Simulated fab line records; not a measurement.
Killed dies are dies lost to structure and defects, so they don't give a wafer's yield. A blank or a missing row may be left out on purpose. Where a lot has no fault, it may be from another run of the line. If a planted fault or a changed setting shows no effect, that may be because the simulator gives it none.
Chamber matching + flow n5_finfet + N5_STI_FIN_REVEAL_ALD_14 on ald_sin-03 has 4 sister chambers
The step deposits Si3N4, target thk 3 nm. 8 wafers are shown with their chamber, then 11 later ones without.

## WAFERS WITH THEIR CHAMBER
| wafer  | chamber | heater_power_w (W) | heater_power_outer_w (W) |
|--------|---------|--------------------|--------------------------|
| L078.2 | 2       | 700                | 477                      |
| L081.4 | 3       | 814                | 472                      |
| L083.1 | 2       | 693                | 470                      |
| L083.5 | 3       | 826                | 488                      |
| L084.2 | 1       | 922                | 530                      |
| L084.3 | 0       | 749                | 457                      |
| L084.5 | 1       | 922                | 524                      |
| L085.3 | 0       | 788                | 447                      |

## WAFERS WHOSE CHAMBER IS MISSING
| wafer  | heater_power_w (W) | heater_power_outer_w (W) |
|--------|--------------------|--------------------------|
| L085.5 | 708                | 460                      |
| L085.6 | 911                | 518                      |
| L087.2 | 779                | 441                      |
| L087.3 | 709                | 453                      |
| L087.5 | 695                | 460                      |
| L091.3 | 930                | 517                      |
| L091.4 | 700                | 474                      |
| L091.6 | 808                | 476                      |
| L097.1 | 696                | 476                      |
| L097.2 | 824                | 483                      |
| L097.3 | 786                | 448                      |

## THE CHAMBER EACH PASSED THROUGH
| wafer  | from the rows above     | in truth |
|--------|-------------------------|----------|
| L085.5 | 2                       | 2        |
| L085.6 | 1                       | 1        |
| L087.2 | 0                       | 0        |
| L087.3 | can't be placed: 2 or 0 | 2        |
| L087.5 | 2                       | 2        |
| L091.3 | 1                       | 1        |
| L091.4 | 2                       | 2        |
| L091.6 | 3                       | 3        |
| L097.1 | 2                       | 2        |
| L097.2 | 3                       | 3        |
| L097.3 | 0                       | 0        |
10 of 11 placed correctly. Cannot be placed on the basis of these rows: 1; the candidates contain the true chamber in 1. Number placed wrongly: 0.
How it was worked out, from the rows above alone: a wafer's distance from a chamber is the root of the sum, over the readings, of the square of ((its reading less the chamber's mean) divided by the reading's scatter). If the next closest chamber is less than 2 further off than the closest, the wafer can't be placed; otherwise it belongs to the closest. Each chamber's mean is taken over the wafers shown for it. The scatter: take each reading less its chamber's mean, square it, sum over the shown wafers, divide by the number of wafers less the number of chambers, and take the root.
